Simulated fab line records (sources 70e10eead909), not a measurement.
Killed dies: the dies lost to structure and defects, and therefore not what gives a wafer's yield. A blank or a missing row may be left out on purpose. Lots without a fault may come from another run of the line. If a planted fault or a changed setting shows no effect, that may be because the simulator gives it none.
Struck lot and sound lot, side by side | flow nand-harc | 42 out of 1302 route steps
Sound: wafers L985.4, L985.5, L985.6. Struck: wafer L993.5 (left out: L993.3, a lot-mate that was not struck); the cause follows at the end.
For every step that has rows: the tool of each side, followed by ch and its chambers, followed by its first start. Under that, the readings that differ: sound wafers | struck wafers | difference of the means | sigmas: that difference in standard deviations of wafers without a fault.
alike: same words and numbers on both sides, and readings whose means sit less than 2 such deviations apart. not compared: any withheld reading, any reading some wafer has no value for, any bound like >300 that may hide the same value, and any number with overlapping values for which the record gives no deviation.
The two part at a step that has a row with sigmas, a row that says differs or no value, or rows on one side only. Numbers that don't overlap but have no deviation are shown without sigmas and don't part them. Lack of a reading on every wafer of one side parts them only where that side has two or more wafers.

first, 1 step without rows for these wafers: NHARC_P_STI_HARDBAKE_13 (time 65 s).
NHARC_P_STI_DESCUM_14: chemistry O2, time 3 s.
  sound on rie-diel-10 ch 0,1, day 4 12:55; struck on rie-diel-10 ch 0, day 7 18:59
  alike: drypump-motor-current-A, o2-flow-sccm, oes-product-au, rf-vpp-V, showerhead-plenum-p-Torr, throttle-valve-pct
  not compared: rf-hours-counter-h
NHARC_P_STI_ETCH_42: etches the open film in N2/H2, target depth 80 nm, overetch 24 nm, time 61 s.
  sound on rie-diel-10 ch 0,1,3, day 4 13:01; struck on rie-diel-10 ch 1, day 7 19:04
  alike: drypump-motor-current-A, oes-product-au, rf-fwd-power-W, rf-vpp-V, showerhead-plenum-p-Torr, throttle-valve-pct
  not compared: rf-hours-counter-h
NHARC_P_STI_ETCH_31: etches the open film in CF4/CHF3, target depth 108.9 nm, time 54.5 s.
  sound: rie-diel-10 ch 0,3; struck: rie-diel-10 ch 1
  reading      | sound             | struck | difference | sigmas
  rf-vpp-V (V) | 372.5 371.2 371.8 | 368.1  | -3.7       | -2
  alike: drypump-motor-current-A, oes-product-au, rf-fwd-power-W, showerhead-plenum-p-Torr, throttle-valve-pct
  not compared: rf-hours-counter-h
NHARC_P_STI_ETCH_15: etches the open film in HBr/Cl2, target depth 300 nm, time 100.1 s.
  sound on rie-si-03 ch 1,2, day 4 13:12; struck on rie-si-03 ch 0, day 7 19:14
  alike: drypump-motor-current-A, oes-product-au, rf-fwd-power-W, throttle-valve-pct
  not compared: rf-hours-counter-h
NHARC_P_STI_CD_MEAS_16:
  sound: cd-sem-01 at day 4 13:22; struck: cd-sem-03 at day 7 19:26
  alike: cd-nm
NHARC_P_STI_OCD_MEAS_17:
  sound: ocd-02 at day 4 13:27; struck: ocd-01 at day 7 19:31
  alike: trench-depth-nm, trench-foot-cd-nm
then, 3 steps without rows for these wafers: NHARC_P_STI_STRIP_19 (strips in SPM, time 900 s); NHARC_P_STI_PRECLEAN_32 (cleans in SC1); NHARC_P_STI_SRD_23.
NHARC_P_STI_OCD_MEAS_43:
  sound: ocd-01 at day 4 13:58; struck: ocd-02 at day 7 20:02
  alike: trench-depth-nm, trench-foot-cd-nm
then, 1 step without rows for these wafers: NHARC_P_STI_OXIDE_33 (material SiO2, target thk 10 nm, ox time 281 s).
NHARC_P_STI_HDPCVD_20: deposits SiO2.
  sound on hdpcvd-01 ch 0,1, day 4 21:56; struck on hdpcvd-01 ch 1, day 8 04:12
then, 1 step without rows for these wafers: NHARC_P_STI_ANNEAL_34 (time 1800 s).
NHARC_P_STI_CMP_21: polishes, t overpolish 20 s, target thk 380.67 nm.
  sound on cmp-04 ch 0,2,3, day 5 07:46; struck on cmp-03 ch 3, day 8 13:12
  alike: edge-zone-pressure-frac, motor-current-A, overpolish-run-s
then, 7 steps without rows for these wafers: NHARC_P_STI_SRD_35; NHARC_P_STI_ETCH_36 (etches SiO2 in dHF, target depth 38.8 nm); NHARC_P_STI_STRIP_24 (strips Si3N4 in H3PO4); NHARC_P_STI_ETCH_37 (etches SiO2 in dHF, target depth 11 nm); NHARC_P_STI_PRECLEAN_38 (cleans in SC1); NHARC_P_STI_SRD_39; NHARC_P_STI_OXIDE_40 (material SiO2, target thk 10 nm, ox time 1362 s).
NHARC_P_STI_INSPECT_25:
  sound: defect-inspect-01 at day 5 15:55; struck: defect-inspect-01 at day 8 20:55
  alike: raw-defect-count
then, 12 steps without rows for these wafers: NHARC_P_GATE_ETCH_69 (etches SiO2 in dHF, target depth 14 nm); NHARC_P_GATE_PRECLEAN_70 (cleans in SC1); NHARC_P_GATE_SRD_01; NHARC_P_GATE_OXIDE_02 (material SiO2, target thk 37.5 nm, ox time 365 s); NHARC_P_GATE_DEHYDRATE_03 (time 120 s); NHARC_P_GATE_HMDS_04 (time 30 s); NHARC_P_GATE_COAT_05; NHARC_P_GATE_SOFTBAKE_06 (time 95 s); NHARC_P_GATE_EBR_07; NHARC_P_GATE_EXPOSE_08 (exposes mask P HV); NHARC_P_GATE_PEB_09 (peb time 85 s); NHARC_P_GATE_DEVELOP_10 (time 70 s).
NHARC_P_GATE_CD_MEAS_11: target cd 1640 nm.
  the record has rows for the sound wafers here (cd-sem-01 ch 0, day 6 02:31) and none for the struck ones
then, 5 steps without rows for these wafers: NHARC_P_GATE_HARDBAKE_12 (time 80 s); NHARC_P_GATE_DESCUM_13 (chemistry O2, time 3 s); NHARC_P_GATE_ETCH_14 (etches SiO2 in dHF, target depth 48.8 nm); NHARC_P_GATE_STRIP_15 (strips in SPM, time 780 s); NHARC_P_GATE_PRECLEAN_71 (cleans in SC1).
-- the record jumps here: 21 days lie between the struck wafers' starts before and after (it left off in module P_GATE and takes up again in module END, whose first step shown is number 1302 of the route) --
NHARC_END_SORT_01:
  the record has rows for the struck wafers here (prober-01 ch 0, day 29 08:58) and none for the sound ones

WHERE THEY PART
First at NHARC_P_STI_ETCH_31; last, within this record, at NHARC_END_SORT_01.

WHY: what the simulator had put in
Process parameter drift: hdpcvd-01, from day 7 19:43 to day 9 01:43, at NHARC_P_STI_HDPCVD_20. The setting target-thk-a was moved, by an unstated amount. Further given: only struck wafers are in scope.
